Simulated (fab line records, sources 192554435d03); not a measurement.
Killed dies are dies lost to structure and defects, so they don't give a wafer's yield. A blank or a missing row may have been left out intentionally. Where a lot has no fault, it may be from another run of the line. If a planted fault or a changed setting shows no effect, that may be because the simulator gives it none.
Split-lot trial / flow n5 finfet / route with 1938 steps; 7 lots, 21 wafers read

## SPLIT DETAILS
At N5_BEOL_M13_EXPOSE_25 (exposes mask M13, target cd 210 nm), the setting dose mj was moved away from the recipe's 22 on 4 of the 21 wafers read, by -6.9% to +7.3%. All remaining wafers had this setting at the recipe value.

## FROM THE SPLIT TO THE READING: what the file shows between them, 2 steps
- N5_BEOL_M13_DEVELOP_27: develop time 45 s (also split here: develop time s)
- N5_BEOL_M13_HARDBAKE_32: time 120 s

## THE READING
cd nm at N5_BEOL_M13_CD_MEAS_28, given in nm (cd target 209.5 nm). A value of 208.8 nm with a standard deviation of 0.99 nm is what fault-free wafers of this fab line usually give.

wafer=L075.1; tool, chamber at the split=krf scanner-02, 0; dose mj as run=20.75; against the recipe=-5.7%; cd nm, nm=201.2; against lot-mates on the recipe=-7.8
wafer=L075.3; tool, chamber at the split=krf scanner-02, 0; dose mj as run=20.75; against the recipe=-5.7%; cd nm, nm=201.2; against lot-mates on the recipe=-7.8
wafer=L075.4; tool, chamber at the split=krf scanner-02, 0; dose mj as run=22; against the recipe=recipe; cd nm, nm=209.0; against lot-mates on the recipe=-
wafer=L077.1; tool, chamber at the split=krf scanner-01, 0; dose mj as run=22; against the recipe=recipe; cd nm, nm=207.9; against lot-mates on the recipe=-
wafer=L077.2; tool, chamber at the split=krf scanner-01, 0; dose mj as run=22; against the recipe=recipe; cd nm, nm=207.9; against lot-mates on the recipe=-
wafer=L077.6; tool, chamber at the split=krf scanner-01, 0; dose mj as run=22; against the recipe=recipe; cd nm, nm=208.7; against lot-mates on the recipe=-
wafer=L083.3; tool, chamber at the split=krf scanner-02, 0; dose mj as run=22; against the recipe=recipe; cd nm, nm=208.2; against lot-mates on the recipe=-
wafer=L083.4; tool, chamber at the split=krf scanner-02, 0; dose mj as run=22; against the recipe=recipe; cd nm, nm=207.9; against lot-mates on the recipe=-
wafer=L083.6; tool, chamber at the split=krf scanner-02, 0; dose mj as run=22; against the recipe=recipe; cd nm, nm=208.8; against lot-mates on the recipe=-
wafer=L090.1; tool, chamber at the split=krf scanner-02, 0; dose mj as run=22; against the recipe=recipe; cd nm, nm=207.7; against lot-mates on the recipe=-
wafer=L090.4; tool, chamber at the split=krf scanner-02, 0; dose mj as run=22; against the recipe=recipe; cd nm, nm=209.6; against lot-mates on the recipe=-
wafer=L090.5; tool, chamber at the split=krf scanner-02, 0; dose mj as run=23.6; against the recipe=+7.3%; cd nm, nm=216.1; against lot-mates on the recipe=+7.5
wafer=L091.1; tool, chamber at the split=krf scanner-01, 0; dose mj as run=22; against the recipe=recipe; cd nm, nm=210.3; against lot-mates on the recipe=-
wafer=L091.4; tool, chamber at the split=krf scanner-01, 0; dose mj as run=22; against the recipe=recipe; cd nm, nm=209.2; against lot-mates on the recipe=-
wafer=L091.5; tool, chamber at the split=krf scanner-01, 0; dose mj as run=22; against the recipe=recipe; cd nm, nm=211.1; against lot-mates on the recipe=-
wafer=L094.3; tool, chamber at the split=krf scanner-01, 0; dose mj as run=22; against the recipe=recipe; cd nm, nm=208.2; against lot-mates on the recipe=-
wafer=L094.5; tool, chamber at the split=krf scanner-01, 0; dose mj as run=22; against the recipe=recipe; cd nm, nm=208.0; against lot-mates on the recipe=-
wafer=L094.6; tool, chamber at the split=krf scanner-01, 0; dose mj as run=22; against the recipe=recipe; cd nm, nm=207.8; against lot-mates on the recipe=-
wafer=L095.2; tool, chamber at the split=krf scanner-01, 0; dose mj as run=22; against the recipe=recipe; cd nm, nm=209.1; against lot-mates on the recipe=-
wafer=L095.4; tool, chamber at the split=krf scanner-01, 0; dose mj as run=20.48; against the recipe=-6.9%; cd nm, nm=202.2; against lot-mates on the recipe=-7.2
wafer=L095.6; tool, chamber at the split=krf scanner-01, 0; dose mj as run=22; against the recipe=recipe; cd nm, nm=209.7; against lot-mates on the recipe=-

FIT RESULTS
A straight line over all 21 wafers: cd nm changes by +1.11 nm for each +1% of dose mj; r = +0.95; the points scatter about the line by 1 nm.
The same after taking each lot's own level away (the mean of its wafers on the recipe; 21 wafers): +1.16 nm for each +1%; r = +0.98; scatter 0.69 nm.
According to that fit, moving dose mj by its largest amount changes the reading by 8.4 nm.
Across the lots, their own levels run from 208.00 to 210.20 nm, a range of 2.2 times the standard deviation given above.
The two slopes agree, so the slope changes little with the lot-to-lot level.
Check: with one of the wafers moved furthest among these (+7.3%) left out of the fit, the line predicts +8.93 nm for it against its lot-mates. Against them it came out at +7.45 nm.

## THESE WAFERS: OTHER SPLITS
Before the reading, these wafers also passed through other splits. Each is held against what the fit with the lots' levels taken away leaves over:
other split on the same wafers=N5_BEOL_M12_ILD_DEP_00 time s; wafers away from the commonest value=5; r with cd nm (lot level and that fit taken away)=-0.31
other split on the same wafers=N5_BEOL_M13_DEVELOP_27 develop time s; wafers away from the commonest value=6; r with cd nm (lot level and that fit taken away)=+0.23

## THE WHOLE CHAIN: every reading that the file lists as answering this split, in the file's order
step=N5_BEOL_M13_CD_MEAS_28; what it does=target cd 209.5 nm; reading=cd nm; change (the file's fit)=+1.11 nm for each +1% of the setting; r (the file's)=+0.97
step=N5_BEOL_M13_DESCUM_33; what it does=chemistry O2, time 7.9 s; reading=BEOL_M13.cd nm (the simulator's own value, which no gauge read); change (the file's fit)=+1.11 nm for each +1% of the setting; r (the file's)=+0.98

## FILE'S OWN FIT
cd nm changes by +1.11 nm for each +1% of dose mj, r = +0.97.
